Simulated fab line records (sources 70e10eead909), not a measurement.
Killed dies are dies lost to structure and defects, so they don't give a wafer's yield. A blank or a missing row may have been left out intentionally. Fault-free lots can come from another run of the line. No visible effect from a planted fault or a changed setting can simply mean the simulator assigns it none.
Which tool is to blame? | flow nandHarc | 42 wafers from 14 lots sampled at 5 of the route's 1302 steps

== WHAT THE GAUGES READ, wafer by wafer ==
NHARC_THIN_TSV_CD_MEAS_37. Usual: cdNm reads 4997.9 nm (standard deviation 2.9).
lot  | measured     | on       | cdNm (nm)            | flag
L780 | day 24 13:10 | cdSem-02 | 4996.2 4995.9 5002.3 | 
L781 | day 24 12:03 | cdSem-01 | 4996.3 5000.1 4997.2 | 
L782 | day 24 10:44 | cdSem-03 | 4999.5 4997.6 4997.3 | 
L783 | day 25 03:39 | cdSem-02 | 4999.4 4999.7 4999.8 | 
L785 | day 26 16:55 | cdSem-01 | 4998.3 4998.3 4992.1 | 
L784 | day 25 18:07 | cdSem-03 | 4995.6 4996.7 4999.4 | 
L787 | day 28 04:47 | cdSem-01 | 4997.3 4993.5 4997.8 | 
L788 | day 26 18:02 | cdSem-01 | 4997.6 5002.5 5000.5 | 
L789 | day 28 03:41 | cdSem-03 | 4993.0 4998.5 4995.7 | 
L790 | day 28 08:01 | cdSem-02 | 4997.2 4996.2 5002.3 | 
L792 | day 29 05:10 | cdSem-02 | 4997.2 4996.6 4997.5 | 
L794 | day 29 23:18 | cdSem-02 | 4998.4 4997.7 4999.1 | 
L795 | day 30 09:47 | cdSem-03 | 4999.8 4998.5 5000.0 | 
L798 | day 31 06:36 | cdSem-01 | 4998.3 4993.6 4995.5 | 

NHARC_END_SORT_01. Usual: defectLimitedYield 91.2 % (standard deviation 2.6); killedAtArray 55 (standard deviation 17); killedAtOther 1.1 (standard deviation 1.6); killedAtPeriphery 3.8 (standard deviation 2.5); killedDies 60 (standard deviation 18); killedOpen 3.3 (standard deviation 1.9); killedShort 2.5 (standard deviation 1.7).
lot  | measured     | on        | defectLimitedYield (%) | killedAtArray | killedAtOther | killedAtPeriphery | killedDies | killedOpen | killedShort | flag
L795 | day 31 00:41 | prober-01 | 37.8 92.0 39.3         | 42 52 36      | 0 0 0         | 379 2 375         | 421 54 411 | 4 1 5      | 2 2 1       | OFF
L798 | day 31 16:08 | prober-02 | 36.8 94.8 93.5         | 30 32 40      | 1 0 2         | 397 3 2           | 428 35 44  | 8 4 1      | 1 5 3       | OFF

== WHICH TOOL RAN EACH LOT (tool, then ch and the chambers of the sampled wafers, then the start) ==
lot  | NHARC_P_M1_ECD_22             | NHARC_A_BONDPAD_DESCUM_11         | NHARC_THIN_TSV_PRE_CLEAN_50
L780 | ecdCu-01 ch 0,1, day 6 11:31  | rieDiel-07 ch 0,3, day 23 14:14   | pvdSputter-03, day 24 13:10 or earlier
L781 | ecdCu-02 ch 0,1, day 6 18:04  | rieDiel-07 ch 0,2,3, day 23 13:05 | pvdSputter-03, day 24 12:03 or earlier
L782 | ecdCu-01 ch 0,1, day 7 03:55  | rieDiel-07 ch 0,1,3, day 23 12:38 | pvdSputter-01, day 24 10:44 or earlier
L783 | ecdCu-01 ch 0,1, day 7 14:00  | rieDiel-07 ch 0,2,3, day 24 04:17 | pvdSputter-01, day 25 03:39 or earlier
L785 | ecdCu-01 ch 0,1, day 8 03:31  | rieDiel-07 ch 0,2,3, day 25 15:32 | pvdSputter-03, day 26 16:55 or earlier
L784 | ecdCu-02 ch 0, day 8 04:25    | rieDiel-09 ch 0,2, day 24 18:04   | pvdSputter-02, day 25 18:07 or earlier
L787 | ecdCu-01 ch 0,1, day 9 12:29  | rieDiel-07 ch 0,1,3, day 27 04:32 | pvdSputter-02, day 28 04:47 or earlier
L788 | ecdCu-01 ch 0,1, day 9 14:42  | rieDiel-09 ch 0,1, day 25 21:35   | pvdSputter-01, day 26 18:02 or earlier
L789 | ecdCu-02 ch 0,1, day 10 04:00 | rieDiel-07 ch 0,2,3, day 27 06:20 | pvdSputter-03, day 28 03:41 or earlier
L790 | ecdCu-02 ch 0,1, day 10 19:25 | rieDiel-07 ch 1,2, day 27 12:59   | pvdSputter-01, day 28 08:01 or earlier
L792 | ecdCu-01 ch 0,1, day 11 15:08 | rieDiel-09 ch 1,2,3, day 28 05:57 | pvdSputter-02, day 29 05:10 or earlier
L794 | ecdCu-01 ch 0,1, day 12 12:23 | rieDiel-08 ch 1,2,3, day 29 00:56 | pvdSputter-02, day 29 23:18 or earlier
L795 | ecdCu-01 ch 0,1, day 13 08:39 | rieDiel-09 ch 2,3, day 29 11:41   | pvdSputter-02, day 30 09:47 or earlier
L798 | ecdCu-01 ch 0,1, day 13 17:56 | rieDiel-09 ch 2,3, day 30 05:41   | pvdSputter-01, day 31 06:36 or earlier
- NHARC_P_M1_ECD_22: material Cu, target thk 400 nm.
- NHARC_A_BONDPAD_DESCUM_11: chemistry O2, time 3 s.
- NHARC_THIN_TSV_PRE_CLEAN_50: time 30 s.

== AS READ BY THE TOOLS THEMSELVES (means over the sampled wafers that have a number; for cases with no such wafer, the mark the record gives instead) ==
NHARC_A_BONDPAD_DESCUM_11. Usual: drypumpMotorCurrentA 5.6 A, standard deviation 0.59; oesProductAu 1.000 a.u., standard deviation 0.011; rfVppV 57.9 V, standard deviation 0.79; showerheadPlenumPTorr 1.95 Torr, standard deviation 0.082; throttleValvePct 11.310 %, standard deviation 0.0089.
lot  | tool       | drypumpMotorCurrentA (A) | oesProductAu (a.u.) | rfVppV (V) | showerheadPlenumPTorr (Torr) | throttleValvePct (%) | flag
L780 | rieDiel-07 | 5.1                      | 1.001               | 58.2       | 2.03                         | 11.320               | 
L781 | rieDiel-07 | 5.5                      | 0.991               | 57.9       | 1.99                         | 11.309               | 
L782 | rieDiel-07 | 5.2                      | 1.001               | 57.7       | 1.96                         | 11.313               | 
L783 | rieDiel-07 | 5.6                      | 0.994               | 57.2       | 1.99                         | 11.303               | 
L785 | rieDiel-07 | 5.5                      | 1.003               | 58.4       | 1.99                         | 11.310               | 
L784 | rieDiel-09 | 5.5                      | 1.006               | 57.7       | 2.04                         | 11.307               | 
L787 | rieDiel-07 | 5.1                      | 1.003               | 58.1       | 1.96                         | 11.315               | 
L788 | rieDiel-09 | 5.9                      | 1.001               | 58.3       | 1.88                         | 11.310               | 
L789 | rieDiel-07 | 5.5                      | 0.998               | 58.1       | 1.99                         | 11.318               | 
L790 | rieDiel-07 | 5.7                      | 1.009               | 58.1       | 1.88                         | 11.304               | 
L792 | rieDiel-09 | 6.0                      | 1.007               | 58.3       | 1.92                         | 11.312               | 
L794 | rieDiel-08 | 6.1                      | 0.998               | 58.0       | 1.92                         | 11.312               | 
L795 | rieDiel-09 | 5.8                      | 0.973               | 57.9       | 1.94                         | 11.314               | 
L798 | rieDiel-09 | 5.9                      | 0.979               | 58.0       | 2.00                         | 11.311               | 

NHARC_THIN_TSV_PRE_CLEAN_50. Usual: heaterPowerW reads 407 W (standard deviation 42).
lot  | tool          | heaterPowerW (W) | flag
L780 | pvdSputter-03 | 420              | 
L781 | pvdSputter-03 | 400              | 
L782 | pvdSputter-01 | 408              | 
L783 | pvdSputter-01 | 385              | 
L785 | pvdSputter-03 | 429              | 
L784 | pvdSputter-02 | 385              | 
L787 | pvdSputter-02 | 422              | 
L788 | pvdSputter-01 | 357              | 
L789 | pvdSputter-03 | 407              | 
L790 | pvdSputter-01 | 393              | 
L792 | pvdSputter-02 | 430              | 
L794 | pvdSputter-02 | 395              | 
L795 | pvdSputter-02 | 426              | 
L798 | pvdSputter-01 | 383              | 

== THE ANSWER, worked out from the rows above alone ==
Rule: lot off if the mean of its wafers having a number is beyond 3 standard deviations from the usual mean. Also off: a lot with no number at a reading for which 4 or more lots have one. The other lots that the step has rows for count as sound. Order of review: gauges by route order, followed by the tools' own readings, for which a lot's mean as printed above is used. At the first step where some lot is off, the reading lying furthest off is the one used; lots without a number count as furthest.
Off: L795, L798, at NHARC_END_SORT_01 (killedAtPeriphery). Neither off nor sound, because the step has no rows for them: L780, L781, L782, L783, L785, L784, L787, L788, L789, L790, L792, L794.
A tool fits if, at a process step before that reading, it ran every lot that is off, and no sound lot after the first of them. Those tools and the gauges at NHARC_END_SORT_01 are tried in the same way. NHARC_THIN_TSV_PRE_CLEAN_50 gives no start for some lots, so the hours and the order of its lots are those of NHARC_THIN_TSV_CD_MEAS_37. This does not decide it: 2 tools fit, namely ecdCu-01 at NHARC_P_M1_ECD_22 and rieDiel-09 at NHARC_A_BONDPAD_DESCUM_11.

== WHAT THE SIMULATOR HAD PUT IN ==
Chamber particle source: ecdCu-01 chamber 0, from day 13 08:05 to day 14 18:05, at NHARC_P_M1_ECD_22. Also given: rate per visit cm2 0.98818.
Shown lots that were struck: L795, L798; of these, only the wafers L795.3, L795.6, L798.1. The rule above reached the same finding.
